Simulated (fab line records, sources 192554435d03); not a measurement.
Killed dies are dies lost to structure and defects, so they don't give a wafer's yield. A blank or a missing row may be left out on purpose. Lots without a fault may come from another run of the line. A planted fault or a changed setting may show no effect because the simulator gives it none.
Chamber matching | flow n5_finfet | N5_MOL_CONTACT_COAG_ETCH_65 on rie_diel-05: 4 sister chambers
The step etches underlayer in N2/H2, target depth 13 nm, time 10.4 s. 4 wafers are shown with their chamber, then 8 later ones without.

WAFERS WITH THEIR CHAMBER
wafer  | chamber | showerhead_plenum_p_Torr (Torr)
L083.1 | 3       | 2.53
L086.1 | 2       | 2.63
L086.3 | 0       | 2.68
L092.1 | 1       | 2.51

WAFERS WITHOUT THEIR CHAMBER
wafer  | showerhead_plenum_p_Torr (Torr)
L092.2 | 2.67
L092.6 | 2.67
L093.1 | 2.63
L093.2 | 2.52
L093.3 | 2.67
L093.4 | 2.52
L093.5 | 2.63
L093.6 | 2.67

WHICH CHAMBER EACH WENT THROUGH
wafer  | from the rows above     | in truth
L092.2 | 0                       | 0
L092.6 | 0                       | 0
L093.1 | 2                       | 2
L093.2 | can't be placed: 3 or 1 | 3
L093.3 | 0                       | 0
L093.4 | can't be placed: 3 or 1 | 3
L093.5 | 2                       | 2
L093.6 | 0                       | 0
Placed correctly: 6 of 8. Can't be placed from these rows: 2 (the true chamber is among the candidates in 2). Placed wrongly: 0.
How it was worked out, from the rows above alone: a wafer's distance from a chamber is the root of the sum, over the readings, of the square of ((its reading less the chamber's mean) divided by the reading's scatter). The wafer belongs to the nearest chamber; if the next one is less than 2 further off, it can't be placed. A chamber's mean is the mean of its shown wafers. The scatter: with one shown wafer a chamber, the root of the mean of the squares of how far each hidden wafer lies from its nearest shown one.
